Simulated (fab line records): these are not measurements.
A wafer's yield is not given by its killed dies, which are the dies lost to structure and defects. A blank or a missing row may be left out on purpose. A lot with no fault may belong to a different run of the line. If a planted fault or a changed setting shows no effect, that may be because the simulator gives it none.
The tool behind it: which one?	flow n5_finfet	Sampling: 9 lots, 25 wafers, 5 of 1938 route steps

WHAT THE GAUGES SHOWED, per wafer
N5_BEOL_M2_OCD_MEAS_38. Usual: trench_depth_nm 55.7 nm, standard deviation 0.85.
lot	measured	on	trench_depth_nm (nm)	flag
L644	day 7 23:47	ocd-02	56.3 55.0 55.6	
L646	day 8 07:11	ocd-01	56.0 55.4 56.1	
L648	day 8 09:54	ocd-02	56.2 56.5 56.0	
L651	day 8 22:02	ocd-01	53.5 55.5 55.5	
L653	day 10 06:43	ocd-01	54.9 55.1	
L652	day 10 10:01	ocd-01	56.0 56.2 56.6	
L654	day 10 13:12	ocd-02	54.5 56.9 55.6	
L659	day 11 01:07	ocd-02	56.9 56.3 55.2	
L664	day 13 06:10	ocd-02	56.0 55.5	

N5_BEOL_M4_RC_MEAS_101. Usual: COMB_M2 5.4e-11 S/m, standard deviation 1.1e-11; COMB_M2_max_site 7.8e-11 S/m, standard deviation 1.9e-11; DIBL_N 36.0 mV/V, standard deviation 1.7; DIBL_P 36.2 mV/V, standard deviation 2.3; IOFF_N 0.16 nA/um, standard deviation 0.03; IOFF_P 0.21 nA/um, standard deviation 0.036; ION_N 679 uA/um, standard deviation 11; ION_P 465 uA/um, standard deviation 7.1; SS_N 71.4 mV/dec, standard deviation 0.58; SS_P 73.3 mV/dec, standard deviation 0.75; VT_N 249 mV, standard deviation 3.1; VT_P -251 mV, standard deviation 3.5.
lot	measured	on	COMB_M2 (S/m)	COMB_M2_max_site (S/m)	DIBL_N (mV/V)	DIBL_P (mV/V)	IOFF_N (nA/um)	IOFF_P (nA/um)	ION_N (uA/um)	ION_P (uA/um)	SS_N (mV/dec)	SS_P (mV/dec)	VT_N (mV)	VT_P (mV)	flag
L644	day 9 03:38	prober-01	4.2e-11 4.6e-11 4.4e-11	6.2e-11 6.7e-11 5.3e-11	35.6 35.3 34.7	34.1 33.5 32.8	0.13 0.13 0.12	0.19 0.18 0.17	674 663 664	466 456 458	70.8 70.8 70.5	73.0 74.0 72.7	251 251 250	-250 -252 -253	
L646	day 9 14:35	prober-01	7.1e-11 4.1e-11 5e-11	9.5e-11 6.5e-11 7.1e-11	34.5 35.3 32.5	36.6 36.7 32.8	0.17 0.18 0.12	0.26 0.25 0.18	682 685 666	477 473 460	70.6 71.1 70.1	72.9 72.7 71.6	245 245 253	-245 -245 -249	
L648	day 9 15:16	prober-02	6.8e-11 5.4e-11 4.9e-11	1.25e-10 6.8e-11 5.8e-11	36.0 36.5 37.4	36.1 37.2 38.2	0.16 0.17 0.18	0.22 0.23 0.25	680 685 682	466 469 469	71.1 71.6 72.0	73.6 73.7 74.6	250 247 248	-249 -246 -248	
L651	day 10 14:33	prober-01	4.7e-11 5e-11 4.6e-11	7.4e-11 5.8e-11 7.6e-11	35.2 36.2 35.6	36.6 37.4 35.9	0.13 0.15 0.14	0.20 0.22 0.18	650 667 665	455 455 458	71.3 71.1 71.6	74.1 72.5 73.0	254 251 254	-251 -250 -254	
L653	day 11 10:43	prober-01	4.9e-11 5.3e-11	7.6e-11 7.8e-11	33.8 33.5	34.2 33.8	0.14 0.14	0.20 0.19	687 684	469 473	71.0 70.9	72.1 73.0	248 249	-251 -251	
L652	day 11 11:17	prober-02	4.7e-11 3.9e-11 5.1e-11	7.2e-11 6.1e-11 8.1e-11	36.8 38.4 36.1	38.0 40.1 37.2	0.16 0.21 0.16	0.26 0.29 0.24	673 687 685	465 475 473	72.1 72.0 70.6	73.9 74.0 72.9	251 247 247	-247 -244 -249	
L654	day 11 11:38	prober-01	1.266e-09 8.1e-11 4.4e-11	1.893e-09 9.1e-11 6.3e-11	35.9 36.5 36.0	35.8 36.3 35.3	0.15 0.14 0.14	0.22 0.21 0.21	681 679 677	470 469 469	71.1 71.9 71.3	73.0 73.3 73.0	249 252 253	-252 -250 -247	OFF
L659	day 12 03:20	prober-01	9.23e-10 4.3e-11	1.423e-09 5.5e-11	36.2 34.0	35.9 33.6	0.15 0.11	0.17 0.15	675 664	463 462	70.9 70.4	73.1 71.6	249 254	-255 -254	OFF
L664	day 14 09:19	prober-02	5.3e-11 4.1e-11	6.7e-11 5.2e-11	40.8 36.5	43.6 37.9	0.28 0.16	0.32 0.22	701 672	481 462	72.3 72.2	74.5 72.9	241 253	-247 -250	

EACH LOT AND THE TOOL THAT RAN IT (in order: tool; ch and the chambers of the sampled wafers; start)
lot	N5_BEOL_M2_ETCH_70	N5_BEOL_M2_VIA_ETCH_34	N5_BEOL_M2_ALD_84
L644	rie_diel-05 ch 0,2,3, day 7 23:25	rie_diel-05 ch 0,2,3, day 7 23:31	ald_metal-04 ch 0,1,3, day 8 00:30
L646	rie_diel-01 ch 0,1,3, day 8 06:49	rie_diel-01 ch 0,1,3, day 8 06:55	ald_metal-01 ch 2,3, day 8 07:41
L648	rie_diel-01 ch 0,2,3, day 8 09:32	rie_diel-01 ch 0,2,3, day 8 09:38	ald_metal-01 ch 0,1,2, day 8 10:37
L651	rie_diel-06 ch 1,2,3, day 8 21:40	rie_diel-06 ch 1,2,3, day 8 21:46	ald_metal-03 ch 0,2,3, day 8 22:24
L653	rie_diel-06 ch 0,3, day 10 06:21	rie_diel-06 ch 0,3, day 10 06:28	ald_metal-04 ch 0, day 10 07:25
L652	rie_diel-05 ch 0,1,3, day 10 09:39	rie_diel-05 ch 0,1,3, day 10 09:45	ald_metal-03 ch 0,1,3, day 10 11:11
L654	rie_diel-01 ch 0,2,3, day 10 12:50	rie_diel-01 ch 0,2,3, day 10 12:57	ald_metal-03 ch 1,2, day 10 13:41
L659	rie_diel-01 ch 0,1,2, day 11 00:45	rie_diel-01 ch 0,1,2, day 11 00:52	ald_metal-03 ch 0,3, day 11 01:34
L664	rie_diel-06 ch 2,3, day 13 05:50	rie_diel-06 ch 2,3, day 13 05:56	ald_metal-04 ch 0,2, day 13 07:35
- N5_BEOL_M2_ETCH_70: etches SOC in N2/H2, target depth 80 nm, overetch 24 nm, time 130 s.
- N5_BEOL_M2_VIA_ETCH_34: etches the open film in C4F6/O2, target depth 69.4 nm, time 65.9 s.
- N5_BEOL_M2_ALD_84: deposits TaN, pulse time 2 s, purge time 3 s, co reactant purge time 2 s.

AS READ BY THE TOOLS THEMSELVES (means over the sampled wafers that have a number; for cases with no such wafer, the mark the record gives instead)
N5_BEOL_M2_ETCH_70. Usual: drypump_motor_current_A 5.6 A, standard deviation 0.42; oes_product_au 0.59 a.u., standard deviation 0.058; rf_vpp_V 524.4 V, standard deviation 2.2; showerhead_plenum_p_Torr 2.56 Torr, standard deviation 0.078; throttle_valve_pct 17.80 %, standard deviation 0.2.
lot	tool	drypump_motor_current_A (A)	oes_product_au (a.u.)	rf_vpp_V (V)	showerhead_plenum_p_Torr (Torr)	throttle_valve_pct (%)	flag
L644	rie_diel-05	5.9	0.58	524.0	2.57	17.82	
L646	rie_diel-01	5.7	0.59	524.3	2.57	17.76	
L648	rie_diel-01	5.3	0.60	525.3	2.59	17.72	
L651	rie_diel-06	5.5	0.62	524.5	2.56	17.72	
L653	rie_diel-06	5.2	0.61	525.5	2.57	17.86	
L652	rie_diel-05	5.9	0.63	523.4	2.55	17.71	
L654	rie_diel-01	5.3	0.59	526.0	2.58	17.75	
L659	rie_diel-01	5.5	0.62	524.8	2.56	17.66	
L664	rie_diel-06	5.2	0.62	525.0	2.62	17.65	

N5_BEOL_M2_VIA_ETCH_34. Usual: drypump_motor_current_A 5.6 A, standard deviation 0.42; oes_product_au 0.81 a.u., standard deviation 0.084; rf_vpp_V 666 V, standard deviation 13; showerhead_plenum_p_Torr 2.85 Torr, standard deviation 0.078; throttle_valve_pct 30.75 %, standard deviation 0.22.
lot	tool	drypump_motor_current_A (A)	oes_product_au (a.u.)	rf_vpp_V (V)	showerhead_plenum_p_Torr (Torr)	throttle_valve_pct (%)	flag
L644	rie_diel-05	5.9	0.79	662	2.85	30.72	
L646	rie_diel-01	5.7	0.80	661	2.89	30.79	
L648	rie_diel-01	5.3	0.83	670	2.89	30.64	
L651	rie_diel-06	5.5	0.84	670	2.87	30.76	
L653	rie_diel-06	5.2	0.84	674	2.87	30.97	
L652	rie_diel-05	6.0	0.87	663	2.84	30.71	
L654	rie_diel-01	5.3	0.81	669	2.89	30.67	
L659	rie_diel-01	5.5	0.85	665	2.87	30.68	
L664	rie_diel-06	5.2	0.85	680	2.94	30.71	

N5_BEOL_M2_ALD_84. Usual: chamber_pressure_Torr 3.000 Torr, standard deviation 0.0072; heater_power_w 423 W, standard deviation 39; precursor_vessel_carrier_sccm 1000 sccm, standard deviation 3.1.
lot	tool	chamber_pressure_Torr (Torr)	heater_power_w (W)	precursor_vessel_carrier_sccm (sccm)	flag
L644	ald_metal-04	2.997	430	1000	
L646	ald_metal-01	2.993	393	999	
L648	ald_metal-01	3.001	387	999	
L651	ald_metal-03	3.001	424	1003	
L653	ald_metal-04	3.002	436	1002	
L652	ald_metal-03	3.001	451	998	
L654	ald_metal-03	2.993	420	998	
L659	ald_metal-03	3.000	422	1002	
L664	ald_metal-04	2.997	454	998	

THE ANSWER, worked out from the rows above alone
Rule: a lot counts as off when the mean over its wafers that have a number is more than 3 standard deviations away from the usual mean. A lot without any number at a reading at which 4 lots or more have one is off too. Any other lot the step has rows for is counted as sound. After the gauges, taken in route order, come the tools' own readings; for these a lot's mean is taken, as printed above. The first step at which some lot is off is used, and at that step the reading that is off furthest; a lot without a number counts as furthest.
Off: L654, L659, at N5_BEOL_M4_RC_MEAS_101 (COMB_M2).
If a tool, at a process step before that reading, ran all the lots that are off and no sound lot after the first of them, it fits. Those tools and the gauges at N5_BEOL_M4_RC_MEAS_101 are tried in the same way. Can't be told from this: 3 tools fit, rie_diel-01 at N5_BEOL_M2_ETCH_70 and N5_BEOL_M2_VIA_ETCH_34, ald_metal-03 at N5_BEOL_M2_ALD_84, prober-01 at N5_BEOL_M4_RC_MEAS_101.

WHAT THE SIMULATOR HAD PUT IN
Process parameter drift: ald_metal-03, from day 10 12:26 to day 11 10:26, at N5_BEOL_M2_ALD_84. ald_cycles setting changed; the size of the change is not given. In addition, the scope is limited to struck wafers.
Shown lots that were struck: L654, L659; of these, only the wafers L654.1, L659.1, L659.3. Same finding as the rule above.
